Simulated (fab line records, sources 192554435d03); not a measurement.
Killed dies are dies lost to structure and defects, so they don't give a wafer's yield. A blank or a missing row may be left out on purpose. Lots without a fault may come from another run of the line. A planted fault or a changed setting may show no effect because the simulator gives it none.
Problem report in the 8D (eight disciplines) form, filled by code | flow n5_finfet | the parts of the form that need people (team, actions taken, sign-off) are left out

1. THE PROBLEM
cd_nm at N5_FIN_SAQP_CD_MEAS_16 reads a mean of 33.3 nm on 6 wafers of 2 lots; wafers without a fault read 35.6 nm with a standard deviation of 0.42. That is -5.5 standard deviations from the usual mean.
The step: target cd 35.6 nm.
First seen on wafer L465.2, day 7 01:58, on cd_sem-03. The record holds 30 wafers of 10 lots with a number at this step. Rule for "out", or "out of limits": more than 4 standard deviations from the usual mean. The other wafers with a number count as sound.

2. WHAT IT IS AND WHAT IT IS NOT
question                    | is                     | is not
which readings at this step | cd_nm                  | -
which lots                  | L465, L466             | L445, L446, L447, L449, L450, L452, L457, L462
which wafers of those lots  | all that have a number | -
read on which gauges        | cd_sem-02, cd_sem-03   | cd_sem-01
when                        | from day 7 01:58       | up to then (24 sound wafers)

3. SUSPECTS, AND WHAT RULES EACH OUT
Counting: a tool at a process step up to the reading stays a suspect if it ran every lot that is out and no sound lot after the first of them.
- the gauge at N5_FIN_SAQP_CD_MEAS_16: ruled out. The wafers that are out were read on 2 gauges (cd_sem-02, cd_sem-03).
- litho_track-03 at N5_FIN_SAQP_PEB_14 (peb time 60 s): kept. It ran every lot that is out, first L465 (day 7 01:55), and no sound lot after that; its last sound lot up to then is L452 (day 3 17:30).
Left after counting: litho_track-03 at N5_FIN_SAQP_PEB_14.

4. THE CAUSE (what the simulator had put in)
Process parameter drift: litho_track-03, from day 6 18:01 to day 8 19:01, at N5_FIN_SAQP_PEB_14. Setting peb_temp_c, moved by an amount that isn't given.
Counting left only this tool.

5. THE CHAIN OF EFFECTS, in route order
Each row: a reading whose mean over the struck wafers that have a number lies more than 3 standard deviations from the usual. Only readings for which the record gives a usual standard deviation are gone through. hours: the time from each lot's start at the first step in this table that gives one to its start at this step, as a median over the lots. sigmas: the change in usual standard deviations.
hours | step                   | reading | usual   | on struck wafers | change | sigmas
0     | N5_FIN_SAQP_CD_MEAS_16 | cd_nm   | 35.6 nm | 33.3             | -2.3   | -5.5
Later measuring or inspecting steps at which every struck wafer that the step has a row for has a number for every such reading, and none has moved that far: N5_BEOL_M4_RC_MEAS_101.

6. WHAT WOULD HAVE CAUGHT IT SOONER
In this record the first reading out of limits at a measuring or inspecting step was taken at day 7 01:58, 8 hours after the fault began at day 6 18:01.
Of the tool readings at N5_FIN_SAQP_PEB_14 for which the record gives a usual standard deviation, none was out on any struck wafer, so an alarm limit of 4 standard deviations on them would not have fired.
Of the lots that are out (2), L466 began N5_FIN_SAQP_PEB_14 on litho_track-03 after day 7 01:58. A hold on the tool at that time would have spared it.
